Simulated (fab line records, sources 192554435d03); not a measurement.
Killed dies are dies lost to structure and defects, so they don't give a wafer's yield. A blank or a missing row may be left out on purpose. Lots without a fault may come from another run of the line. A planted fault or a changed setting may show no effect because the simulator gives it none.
Chamber matching | flow n5_finfet | N5_BEOL_M5_CURE_79 on uv_cure-02: 3 sister chambers
The step cures SiCOH lowk, time 240 s. 20 wafers are shown with their chamber, then 10 later ones without.

WAFERS WITH THEIR CHAMBER
wafer  | chamber | wafer_temp_C_max | lamp_power_pct (%)
L075.1 | 2       | 387.7            | 52.37
L075.4 | 2       | 387.6            | 52.29
L075.5 | 2       | 387.1            | 52.27
L076.1 | 0       | 386.2            | 52.32
L076.5 | 0       | 386.0            | 52.27
L076.6 | 0       | 386.8            | 52.35
L079.3 | 2       | 387.7            | 52.37
L079.4 | 2       | 387.0            | 52.38
L079.6 | 2       | 387.4            | 52.28
L086.1 | 2       | 386.3            | 52.23
L086.4 | 2       | 386.6            | 52.28
L086.5 | 2       | 387.2            | 52.30
L083.1 | 1       | 385.6            | 52.30
L083.3 | 1       | 386.0            | 52.32
L083.5 | 1       | 385.8            | 52.28
L087.1 | 1       | 386.0            | 52.32
L087.5 | 1       | 386.1            | 52.33
L087.6 | 1       | 386.0            | 52.34
L090.1 | 1       | 386.5            | 52.33
L090.4 | 1       | 386.2            | 52.25

SIGNATURES (means of the wafers above)
reading          | chamber 0 | chamber 1 | chamber 2 | scatter within a chamber
wafer_temp_C_max | 386.333   | 386.025   | 387.178   | 0.403
lamp_power_pct   | 52.3133   | 52.3088   | 52.3078   | 0.0435
Rule: a wafer's distance from a chamber is the root of the sum, over the readings, of the square of ((its reading less the chamber's mean) divided by the reading's scatter). The wafer belongs to the nearest chamber; if the next one is less than 2 further off, it can't be placed. The scatter: the root of (the sum of the squares of (reading less its chamber's mean) over the shown wafers, divided by (wafers less chambers)).

WAFERS WITHOUT THEIR CHAMBER
wafer  | wafer_temp_C_max | lamp_power_pct (%)
L090.5 | 386.2            | 52.41
L089.1 | 387.0            | 52.31
L089.2 | 386.4            | 52.37
L089.5 | 386.8            | 52.29
L091.3 | 386.3            | 52.31
L091.4 | 386.6            | 52.31
L091.5 | 386.1            | 52.26
L093.3 | 386.8            | 52.25
L093.5 | 386.5            | 52.31
L093.6 | 386.0            | 52.17

WHICH CHAMBER EACH WENT THROUGH
wafer  | from the rows above          | in truth
L090.5 | can't be placed: 0 or 1 or 2 | 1
L089.1 | can't be placed: 2 or 0 or 1 | 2
L089.2 | can't be placed: 0 or 1 or 2 | 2
L089.5 | can't be placed: 2 or 0 or 1 | 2
L091.3 | can't be placed: 0 or 1      | 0
L091.4 | can't be placed: 0 or 1 or 2 | 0
L091.5 | can't be placed: 1 or 0 or 2 | 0
L093.3 | can't be placed: 2 or 0 or 1 | 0
L093.5 | can't be placed: 0 or 1 or 2 | 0
L093.6 | can't be placed: 1 or 0 or 2 | 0
Placed correctly: 0 of 10. Can't be placed from these rows: 10 (the true chamber is among the candidates in 10). Placed wrongly: 0.
